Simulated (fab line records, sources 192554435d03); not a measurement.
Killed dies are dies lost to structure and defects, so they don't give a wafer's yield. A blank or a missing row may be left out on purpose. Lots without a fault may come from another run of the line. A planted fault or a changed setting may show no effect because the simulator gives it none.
Chamber matching | flow n5_finfet | N5_BEOL_M1_PECVD_72 on pecvd-03: 3 sister chambers
The step deposits SiO2 from TEOS/O2, target thk 16 nm, time 18 s. 16 wafers are shown with their chamber, then 8 later ones without.

WAFERS WITH THEIR CHAMBER
wafer  | chamber | showerhead_plenum_p_Torr (Torr) | throttle_valve_pct (%) | heater_power_w (W)
L075.1 | 2       | 8.81                            | 24.3                   | 725
L075.3 | 1       | 8.66                            | 21.9                   | 673
L075.5 | 1       | 8.64                            | 21.6                   | 678
L078.3 | 0       | 8.83                            | 21.1                   | 798
L078.5 | 2       | 8.81                            | 24.1                   | 638
L078.6 | 1       | 8.65                            | 21.8                   | 737
L080.1 | 1       | 8.66                            | 21.7                   | 608
L080.2 | 0       | 8.86                            | 21.5                   | 812
L080.3 | 2       | 8.81                            | 24.0                   | 661
L084.1 | 2       | 8.81                            | 24.2                   | 612
L084.4 | 0       | 8.86                            | 21.2                   | 782
L084.6 | 1       | 8.66                            | 22.0                   | 615
L085.2 | 0       | 8.84                            | 21.9                   | 694
L085.3 | 1       | 8.66                            | 21.7                   | 731
L085.4 | 0       | 8.81                            | 21.5                   | 689
L088.1 | 0       | 8.85                            | 21.5                   | 774

SIGNATURES (means of the wafers above)
reading                  | chamber 0 | chamber 1 | chamber 2 | scatter within a chamber
showerhead_plenum_p_Torr | 8.8417    | 8.6550    | 8.8100    | 0.0131
throttle_valve_pct       | 21.450    | 21.783    | 24.150    | 0.206
heater_power_w           | 758.17    | 673.67    | 659.00    | 52.8
Rule: a wafer's distance from a chamber is the root of the sum, over the readings, of the square of ((its reading less the chamber's mean) divided by the reading's scatter). The wafer belongs to the nearest chamber; if the next one is less than 2 further off, it can't be placed. The scatter: the root of (the sum of the squares of (reading less its chamber's mean) over the shown wafers, divided by (wafers less chambers)).

WAFERS WITHOUT THEIR CHAMBER
wafer  | showerhead_plenum_p_Torr (Torr) | throttle_valve_pct (%) | heater_power_w (W)
L088.3 | 8.67                            | 22.0                   | 634
L088.6 | 8.85                            | 21.4                   | 769
L090.2 | 8.66                            | 21.8                   | 731
L090.4 | 8.65                            | 21.9                   | 735
L090.6 | 8.66                            | 21.8                   | 728
L091.2 | 8.85                            | 21.8                   | 800
L091.4 | 8.80                            | 21.0                   | 709
L091.5 | 8.85                            | 21.5                   | 819

WHICH CHAMBER EACH WENT THROUGH
wafer  | from the rows above | in truth
L088.3 | 1                   | 1
L088.6 | 0                   | 0
L090.2 | 1                   | 1
L090.4 | 1                   | 1
L090.6 | 1                   | 1
L091.2 | 0                   | 0
L091.4 | 0                   | 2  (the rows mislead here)
L091.5 | 0                   | 0
Placed correctly: 7 of 8. Can't be placed from these rows: 0. Placed wrongly: 1.
